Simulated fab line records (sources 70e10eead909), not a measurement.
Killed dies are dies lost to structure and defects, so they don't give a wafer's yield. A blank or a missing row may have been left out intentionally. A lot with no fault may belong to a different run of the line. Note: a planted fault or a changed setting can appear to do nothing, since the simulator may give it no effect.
fab line records ; flow nand_harc
record: lots: 13; wafers: 39; last_day: 34
route steps=1302 shown P_START@1 P_ZERO_WELL@56
lots that met no fault: taken from a fault-free run of the same line
start_h: hours from the record's opening day to when the first of the lot's shown wafers began ; wait_h: time in hours since the lot's previous step ; " the same as in the row above ; L1.1+2: several wafers, shown together as one row ; - either no value or no given start ; * or withheld: withheld ; < > ~ a bound
route shown NAME@n: names a module that has steps shown in the file, with the first one's number in the route ; usual: mean and standard deviation over wafers with no fault ; same: alike in all rows ; chamber/n: place in a boat ; sites: the reading at each site ; _std_site: how widely they spread, as a standard deviation ; _edge_site: outer sites' mean less inner sites' ; radius_mm: for every site, how far away it sits from the centre of the wafer ; mask NAME#n: copy n ; behind: tool/chamber where the wafer was last shaped ; hold: why the lot was held/for how many hours/how that ended ; device: the transistor (n, p or np) that didn't switch ; end of line: tests run on the same wafers once the route is complete ; step lacking rows: just its recipe ; killed: count of dies lost to structure and defects at first sort (not the wafer's yield) ; map: a wafer's dies, x killed, . not, _ none there
set.NAME: the setting that was run; set.NAME@STEP: the one run at that earlier step ; model.NAME: the simulator's own value behind a step, which no gauge read
one table for each step of the route and one row for each wafer, over a sample of lots
services: when a tool's chamber went out of use (start_h, in hours from the record's first day, below 0 if earlier), for how many hours, and the reason
== steps ==
step: NHARC_P_START_INSPECT_01
usual: raw_defect_count: 3.6/1.9
lot.wafer;tool;chamber;start_h;wait_h;raw_defect_count
L817.2;defect_inspect-02;-;30.04;-;0
L817.3;defect_inspect-02;-;30.04;-;4
L817.5;defect_inspect-02;-;30.04;-;3
L818.2;defect_inspect-01;-;40.04;-;5
L818.4;defect_inspect-01;-;40.04;-;1
L818.5;defect_inspect-01;-;40.04;-;10
L819.1;defect_inspect-01;-;50.04;-;3
L819.2;defect_inspect-01;-;50.04;-;3
L819.3;defect_inspect-01;-;50.04;-;2
L820.1;defect_inspect-02;-;60.04;-;3
L820.3;defect_inspect-02;-;60.04;-;3
L820.4;defect_inspect-02;-;60.04;-;3
L822.1;defect_inspect-02;-;80.04;-;1
L822.3;defect_inspect-02;-;80.04;-;6
L822.5;defect_inspect-02;-;80.04;-;2
L823.1;defect_inspect-02;-;90.04;-;4
L823.3;defect_inspect-02;-;90.04;-;6
L823.4;defect_inspect-02;-;90.04;-;4
L824.1;defect_inspect-01;-;100.04;-;4
L824.3;defect_inspect-01;-;100.04;-;3
L824.6;defect_inspect-01;-;100.04;-;2
L827.1;defect_inspect-02;-;130.03;-;2
L827.2;defect_inspect-02;-;130.03;-;3
L827.3;defect_inspect-02;-;130.03;-;4
L828.3;defect_inspect-01;-;140.04;-;5
L828.4;defect_inspect-01;-;140.04;-;3
L828.6;defect_inspect-01;-;140.04;-;4
L829.2;defect_inspect-01;-;150.04;-;3
L829.5;defect_inspect-01;-;150.04;-;5
L829.6;defect_inspect-01;-;150.04;-;3
L832.3;defect_inspect-01;-;180.04;-;0
L832.4;defect_inspect-01;-;180.04;-;3
L832.6;defect_inspect-01;-;180.04;-;3
L837.2;defect_inspect-01;-;230.04;-;3
L837.4;defect_inspect-01;-;230.04;-;3
L837.6;defect_inspect-01;-;230.04;-;4
L839.2;defect_inspect-01;-;250.04;-;3
L839.4;defect_inspect-01;-;250.04;-;4
L839.6;defect_inspect-01;-;250.04;-;3
step: NHARC_P_ZERO_WELL_EXPOSE_49
recipe: na: 0.6; target_cd_nm: 2000; dose_mj: 22.64; mask_id: P_HVPW
lot.wafer;tool;chamber;start_h;wait_h;mask
L817.2+3+5;krf_scanner-04;0;36.20;-;P_HVPW#0
L818.2+4+5;krf_scanner-03;0;45.68;-;P_HVPW#0
L819.1+2+3;krf_scanner-02;0;55.75;-;P_HVPW#0
L820.1+3+4;krf_scanner-04;0;65.48;-;P_HVPW#0
L822.1+3+5;krf_scanner-02;0;85.33;-;P_HVPW#0
L823.1+3+4;krf_scanner-03;0;99.66;-;P_HVPW#0
L824.1+3+6;krf_scanner-02;0;105.62;-;P_HVPW#0
L827.1+2+3;krf_scanner-02;0;135.45;-;P_HVPW#0
L828.3+4+6;krf_scanner-04;0;145.48;-;P_HVPW#0
L829.2+5+6;krf_scanner-03;0;155.62;-;P_HVPW_R1#0
L832.3+4+6;krf_scanner-02;0;185.63;-;P_HVPW#0
L837.2+4+6;krf_scanner-04;0;235.49;-;P_HVPW#0
L839.2+4+6;krf_scanner-02;0;255.41;-;P_HVPW#0
step: NHARC_P_ZERO_WELL_CD_MEAS_52
recipe: target_cd_nm: 2000; landing_energy_ev: 500
usual: cd_nm: 2000.1/1.2
lot.wafer;tool;chamber;start_h;wait_h;cd_nm
L817.2;cd_sem-03;0;36.35;-;2000.8
L817.3;cd_sem-03;0;36.35;-;1998.8
L817.5;cd_sem-03;0;36.35;-;1998.8
L818.2;cd_sem-02;0;45.84;-;2000.3
L818.4;cd_sem-02;0;45.84;-;2000.8
L818.5;cd_sem-02;0;45.84;-;1998.3
L819.1;cd_sem-02;0;55.91;-;2000.0
L819.2;cd_sem-02;0;55.91;-;2000.0
L819.3;cd_sem-02;0;55.91;-;2000.2
L820.1;cd_sem-01;0;65.64;-;2001.3
L820.3;cd_sem-01;0;65.64;-;2000.7
L820.4;cd_sem-01;0;65.64;-;2001.1
L822.1;cd_sem-03;0;85.49;-;1998.5
L822.3;cd_sem-03;0;85.49;-;1997.9
L822.5;cd_sem-03;0;85.49;-;2000.6
L823.1;cd_sem-02;0;99.82;-;1997.7
L823.3;cd_sem-02;0;99.82;-;1999.5
L823.4;cd_sem-02;0;99.82;-;2000.2
L824.1;cd_sem-02;0;105.78;-;2001.5
L824.3;cd_sem-02;0;105.78;-;2001.4
L824.6;cd_sem-02;0;105.78;-;2002.8
L827.1;cd_sem-03;0;135.61;-;2000.8
L827.2;cd_sem-03;0;135.61;-;2001.3
L827.3;cd_sem-03;0;135.61;-;2001.3
L828.3;cd_sem-02;0;145.63;-;2001.2
L828.4;cd_sem-02;0;145.63;-;2000.6
L828.6;cd_sem-02;0;145.63;-;2000.2
L829.2;cd_sem-02;0;155.77;-;1689.1
L829.5;cd_sem-02;0;155.77;-;1689.8
L829.6;cd_sem-02;0;155.77;-;1688.7
L832.3;cd_sem-01;0;185.78;-;1998.8
L832.4;cd_sem-01;0;185.78;-;1997.6
L832.6;cd_sem-01;0;185.78;-;1999.9
L837.2;cd_sem-02;0;235.64;-;1998.9
L837.4;cd_sem-02;0;235.64;-;2002.8
L837.6;cd_sem-02;0;235.64;-;2001.3
L839.2;cd_sem-03;0;255.57;-;2001.0
L839.4;cd_sem-03;0;255.57;-;1999.5
L839.6;cd_sem-03;0;255.57;-;2001.2
step: NHARC_P_ZERO_WELL_DESCUM_54
recipe: time_s: 3; o2_flow_sccm: 200; ar_flow_sccm: 0; bias_power_w: 0; chemistry: O2
usual: drypump_motor_current_A: 5.8/0.57; oes_product_au: 0.999/0.0075; rf_vpp_V: 57.8/0.84; showerhead_plenum_p_Torr: 1.89/0.084; throttle_valve_pct: 11.311/0.009
lot.wafer;tool;chamber;start_h;wait_h;drypump_motor_current_A;oes_product_au;rf_hours_counter_h;rf_vpp_V;showerhead_plenum_p_Torr;throttle_valve_pct
L817.3;rie_diel-09;2;36.53;-;6.2;1.008;14;58.8;1.79;11.310
L817.2;rie_diel-09;3;36.53;-;6.5;0.993;22;58.3;1.96;11.318
L817.5;rie_diel-09;1;36.53;-;4.7;0.992;-;57.4;1.97;11.326
L818.4;rie_diel-09;3;46.01;-;6.4;0.992;26;57.8;1.96;11.329
L818.2;rie_diel-09;0;46.01;-;6.0;1.004;24;57.8;1.82;11.317
L818.5;rie_diel-09;2;46.01;-;6.2;1.020;-;57.3;1.79;11.300
L819.3;rie_diel-06;1;56.08;-;6.3;1.001;38;57.7;1.86;11.322
L819.2;rie_diel-06;2;56.08;-;6.1;1.011;38;59.2;2.06;11.313
L819.1;rie_diel-06;3;56.08;-;5.6;1.004;32;58.3;1.83;11.304
L820.1;rie_diel-09;0;65.81;-;6.0;1.000;31;58.1;1.82;11.309
L820.4;rie_diel-09;1;65.81;-;4.7;1.008;31;57.3;1.97;11.300
L820.3;rie_diel-09;2;65.81;-;6.1;1.005;26;57.8;1.79;11.327
L822.1;rie_diel-06;1;85.66;-;6.3;0.994;44;58.7;1.86;11.325
L822.3;rie_diel-06;3;85.66;-;5.6;1.002;38;58.1;1.83;11.309
L822.5;rie_diel-06;0;85.66;-;5.2;0.998;-;59.1;1.84;11.301
L823.4;rie_diel-09;3;99.99;-;6.4;0.986;44;57.4;1.95;11.312
L823.3;rie_diel-09;0;99.99;-;6.0;0.999;41;58.8;1.82;11.313
L823.1;rie_diel-09;1;99.99;-;4.7;0.993;38;58.2;1.97;11.312
L824.3;rie_diel-09;0;105.98;-;6.0;1.005;42;58.0;1.82;11.306
L824.1;rie_diel-09;1;105.98;-;4.7;0.998;39;57.8;1.96;11.325
L824.6;rie_diel-09;3;105.98;-;6.4;0.992;-;55.5;1.95;11.314
L827.1;rie_diel-09;1;135.78;-;4.7;0.995;49;58.4;1.96;11.305
L827.3;rie_diel-09;2;135.78;-;6.2;1.000;45;57.1;1.78;11.298
L827.2;rie_diel-09;3;135.78;-;6.5;0.989;52;58.5;1.95;11.313
L828.4;rie_diel-06;0;145.80;-;5.2;1.006;1;58.3;1.83;11.306
L828.3;rie_diel-06;1;145.80;-;6.3;1.009;1;57.8;1.85;11.313
L828.6;rie_diel-06;0;145.80;-;5.2;0.996;-;58.0;1.83;11.304
L829.2;rie_diel-09;2;155.97;-;6.2;1.005;1;58.2;1.78;11.299
L829.5;rie_diel-09;3;155.97;-;6.4;1.005;-;58.6;1.95;11.313
L829.6;rie_diel-09;0;155.97;-;6.0;0.999;-;56.6;1.81;11.332
L832.3;rie_diel-09;1;185.99;-;4.7;1.000;-;57.3;1.96;11.310
L832.4;rie_diel-09;3;185.99;-;6.4;0.999;-;57.1;1.95;11.296
L832.6;rie_diel-09;3;185.99;-;6.4;1.002;-;58.8;1.94;11.327
L837.2;rie_diel-09;3;235.81;-;6.4;1.005;32;56.3;1.94;11.321
L837.4;rie_diel-09;0;235.81;-;6.0;1.004;20;57.7;1.81;11.297
L837.6;rie_diel-09;2;235.81;-;6.1;0.996;-;57.4;1.77;11.319
L839.4;rie_diel-09;0;255.72;-;6.0;1.002;26;56.6;1.81;11.320
L839.2;rie_diel-09;2;255.72;-;6.1;1.002;25;57.7;1.77;11.314
L839.6;rie_diel-09;0;255.72;-;6.0;0.993;-;58.6;1.81;11.304
step: NHARC_P_ZERO_WELL_RTA_42
recipe: temp_c: 1100; time_s: 300
usual: lamp_power_pct: 37.4/1.6; lamp_zone_4_pct: 37.4/1.6; wafer_temp_C_max: 1107.5/1.6
lot.wafer;tool;chamber;start_h;wait_h;lamp_power_pct;lamp_zone_4_pct;wafer_temp_C_max
L817.2;rtp_anneal-02;0;37.60;-;36.2;36.3;1106.7
L817.3;rtp_anneal-02;0;37.60;-;36.2;36.3;1108.2
L817.5;rtp_anneal-02;0;37.60;-;36.2;36.2;1111.4
L818.2;rtp_anneal-02;0;47.07;-;36.3;36.2;1108.3
L818.4;rtp_anneal-02;0;47.07;-;36.3;36.3;1107.0
L818.5;rtp_anneal-02;0;47.07;-;36.3;36.3;1106.1
L819.1;rtp_anneal-02;0;57.05;-;36.3;36.3;1104.5
L819.2;rtp_anneal-02;0;57.05;-;36.3;36.3;1107.1
L819.3;rtp_anneal-02;0;57.05;-;36.3;36.3;1106.0
L820.1;rtp_anneal-01;0;66.78;-;39.5;39.6;1108.5
L820.3;rtp_anneal-01;0;66.78;-;39.6;39.6;1107.2
L820.4;rtp_anneal-01;0;66.78;-;39.6;39.6;1111.8
L822.1;rtp_anneal-02;0;86.63;-;36.3;36.3;1105.7
L822.3;rtp_anneal-02;0;86.63;-;36.3;36.3;1106.2
L822.5;rtp_anneal-02;0;86.63;-;36.4;36.3;1105.2
L823.1;rtp_anneal-01;0;100.96;-;39.7;39.6;1107.9
L823.3;rtp_anneal-01;0;100.96;-;39.6;39.7;1107.5
L823.4;rtp_anneal-01;0;100.96;-;39.6;39.6;1108.1
L824.1;rtp_anneal-02;0;106.96;-;36.3;36.3;1108.9
L824.3;rtp_anneal-02;0;106.96;-;36.3;36.3;1106.5
L824.6;rtp_anneal-02;0;106.96;-;36.3;36.3;1106.9
L827.1;rtp_anneal-02;0;136.75;-;36.3;36.3;1107.3
L827.2;rtp_anneal-02;0;136.75;-;36.3;36.3;1107.6
L827.3;rtp_anneal-02;0;136.75;-;36.3;36.4;1106.4
L828.3;rtp_anneal-02;0;146.98;-;36.2;36.2;1107.2
L828.4;rtp_anneal-02;0;146.98;-;36.2;36.2;1106.9
L828.6;rtp_anneal-02;0;146.98;-;36.3;36.2;1107.4
L829.2;rtp_anneal-02;0;157.18;-;36.2;36.3;1108.6
L829.5;rtp_anneal-02;0;157.18;-;36.2;36.2;1107.3
L829.6;rtp_anneal-02;0;157.18;-;36.1;36.2;1108.1
L832.3;rtp_anneal-01;0;187.21;-;39.6;39.7;1108.0
L832.4;rtp_anneal-01;0;187.21;-;39.6;39.7;1108.6
L832.6;rtp_anneal-01;0;187.21;-;39.6;39.6;1108.8
L837.2;rtp_anneal-01;0;236.88;-;39.6;39.6;1106.6
L837.4;rtp_anneal-01;0;236.88;-;39.7;39.6;1107.1
L837.6;rtp_anneal-01;0;236.88;-;39.5;39.7;1107.5
L839.2;rtp_anneal-01;0;256.81;-;39.6;39.5;1107.6
L839.4;rtp_anneal-01;0;256.81;-;39.6;39.6;1108.7
L839.6;rtp_anneal-01;0;256.81;-;39.6;39.6;1109.3
== services ==
tool;chamber;start_h;hours;kind
rie_diel-06;0;20.15;2.5;repair
rie_diel-09;0;25.07;-;clean
rie_diel-09;1;25.07;-;clean
krf_scanner-03;-;29.61;0.6;repair
rie_diel-09;2;40.36;2.9;repair
krf_scanner-03;-;52.76;4.0;pm
krf_scanner-04;-;53.46;0.9;repair
krf_scanner-04;-;69.61;48.1;repair
rie_diel-09;1;76.69;10.1;repair
krf_scanner-02;-;94.00;4.0;pm
rie_diel-06;3;102.67;15.2;repair
krf_scanner-03;-;103.73;1.8;repair
rie_diel-06;-;130.20;9.0;pm
krf_scanner-03;-;136.53;11.2;repair
krf_scanner-04;-;137.11;0.9;repair
rie_diel-09;-;144.00;9.0;pm
rie_diel-09;0;156.89;33.5;repair
krf_scanner-03;-;158.95;0.5;repair
rie_diel-06;-;168.56;0.6;repair
rie_diel-09;1;179.69;4.2;repair
rie_diel-09;2;182.55;19.4;repair
krf_scanner-04;-;183.13;4.0;pm
krf_scanner-03;-;224.76;4.0;pm
rie_diel-09;2;243.48;2.9;repair
== key ==
first_sign: step: NHARC_P_ZERO_WELL_EXPOSE_49; reading: mask; direction: changed
effect: step: NHARC_P_ZERO_WELL_CD_MEAS_52; reading: cd_nm; direction: down; sigmas: 99+; usual: 2000.1; struck: 1689.2
met_at NHARC_P_ZERO_WELL_EXPOSE_49
struck_lots L829
sort_left_out L829.2,L829.5,L829.6
tester_left_out L829
not_acting_at NHARC_P_START_INSPECT_01,NHARC_P_ZERO_WELL_DESCUM_54,NHARC_P_ZERO_WELL_RTA_42
onset_between 99.66 155.62
fault: kind: wrong_mask; tool: any; chamber: -; onset_h: 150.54; steps: NHARC_P_ZERO_WELL_EXPOSE_49; aux_copy: P_HVPW_R1#0; cd_offset_nm: -310.57; scope: struck_lots_only
tester_left_out: of these lots the tester's yield and bins aren't shown, on N5 and GAA mostly nor the transistor test; their killed dies are dies lost to structure and defects alone, not to doping, threshold or leakage, so they don't give the yield
sort_left_out: the simulated sort isn't trusted on such a fault, so these wafers' sort isn't shown, and their yield isn't known
